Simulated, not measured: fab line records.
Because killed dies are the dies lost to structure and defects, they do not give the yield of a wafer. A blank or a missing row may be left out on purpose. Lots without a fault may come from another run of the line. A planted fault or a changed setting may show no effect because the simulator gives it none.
Problem report, 8D (eight disciplines) form, completed by code ; flow nand harc ; the parts of the form that need people (team, actions taken, sign-off) are left out

1. THE PROBLEM
Wafers without a fault read 80.3 nm, standard deviation 0.79; cd nm at NHARC_A_M0_CD_MEAS_09 reads a mean of 113.5 nm on 6 wafers belonging to 2 lots. Relative to the usual mean, that is a shift of +42 standard deviations.
The step: target cd 80 nm.
Seen first at day 20 21:55 on cd sem-02, wafer L878.1. Wafers with a number at this step in the record: 30, from 10 lots. The rule behind "out" and "out of limits": a value lying over 4 standard deviations away from the usual mean. The rest of the wafers with a number are treated as sound.

2. WHAT THIS IS AND IS NOT
question;is;is not
which readings at this step;cd nm;-
which lots;L877, L878;L865, L866, L867, L869, L879, L882, L886, L888
which wafers of those lots;all that have a number;-
read on which gauges;cd sem-02, cd sem-03;cd sem-01
when;from day 20 21:55;"up to then (12 sound wafers); but 12 sound wafers of L879, L882, L886, L888 came after"

3. THE SUSPECTS, EACH WITH WHAT RULES IT OUT
Counting: any tool at a process step up to the reading is kept as a suspect provided that every lot that is out went through it and no sound lot did after the first of them.
- the gauge at NHARC_A_M0_CD_MEAS_09 is ruled out. The wafers that are out were read on 2 gauges (cd sem-02, cd sem-03).
- har cap etch-02 at NHARC_A_CONTACT_ETCH_137 (etches the open film in C4F8/O2/Ar, time 132 s, target depth 1287 nm): ruled out as a lasting fault. Following L878 (day 20 09:32), the first lot on it that is out, the sound lots L882, L888 were run on it.
- har cap etch-02 at NHARC_A_CONTACT_ETCH_139 (etches the open film in C4F8/O2/Ar, time 137 s, target depth 590 nm): ruled out as a lasting fault. Following L878 (day 20 09:47), the first lot on it that is out, the sound lots L882, L888 were run on it.
- litho track-04 at NHARC_A_M0_PEB_07 (peb time 65 s): kept. It processed each lot that is out, first L878 at day 20 21:50, and no sound lot thereafter; up to then, the last sound lot it processed was L867 at day 18 06:18. Its own readings are out on those wafers: heater power total W, plate temp C.
Left after counting: litho track-04 at NHARC_A_M0_PEB_07.

4. THE CAUSE (what the simulator had put in)
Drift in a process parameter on litho track-04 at NHARC_A_M0_PEB_07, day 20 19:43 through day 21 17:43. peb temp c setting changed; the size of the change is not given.
Counting left only this tool.

5. SEQUENCE OF EFFECTS, ordered by route
Each row: a reading where the mean over the struck wafers with a number is more than 3 standard deviations away from the usual. Readings are gone through only where the record gives a usual standard deviation; hours: the median, over the lots, of the time from a lot's start at the first step in this table giving one to that lot's start at this step; sigmas: the change measured in usual standard deviations.
hours;step;reading;usual;on struck wafers;change;sigmas
0;NHARC_A_M0_PEB_07;heater power total W;156.6 W;181.3;+24.7;+60
0;NHARC_A_M0_PEB_07;plate temp C;100.01 C;111.28;+11.27;+75
0;NHARC_A_M0_CD_MEAS_09;cd nm;80.3 nm;113.5;+33.2;+42
Its process steps:
- NHARC_A_M0_PEB_07: peb time 65 s.

6. HOW IT WOULD HAVE BEEN CAUGHT EARLIER
Counted from the fault's start at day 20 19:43, it took 2 hours until the first out-of-limits reading at a measuring or inspecting step in this record, taken at day 20 21:55.
Tool's own readings at NHARC_A_M0_PEB_07, heater power total W, plate temp C: out on all struck wafers the step has rows for; an alarm limit on them would have tripped on the first.
L877, from the lots that are out (2), started NHARC_A_M0_PEB_07 on litho track-04 later than day 20 21:55. Had the tool been put on hold then, it would have been spared.
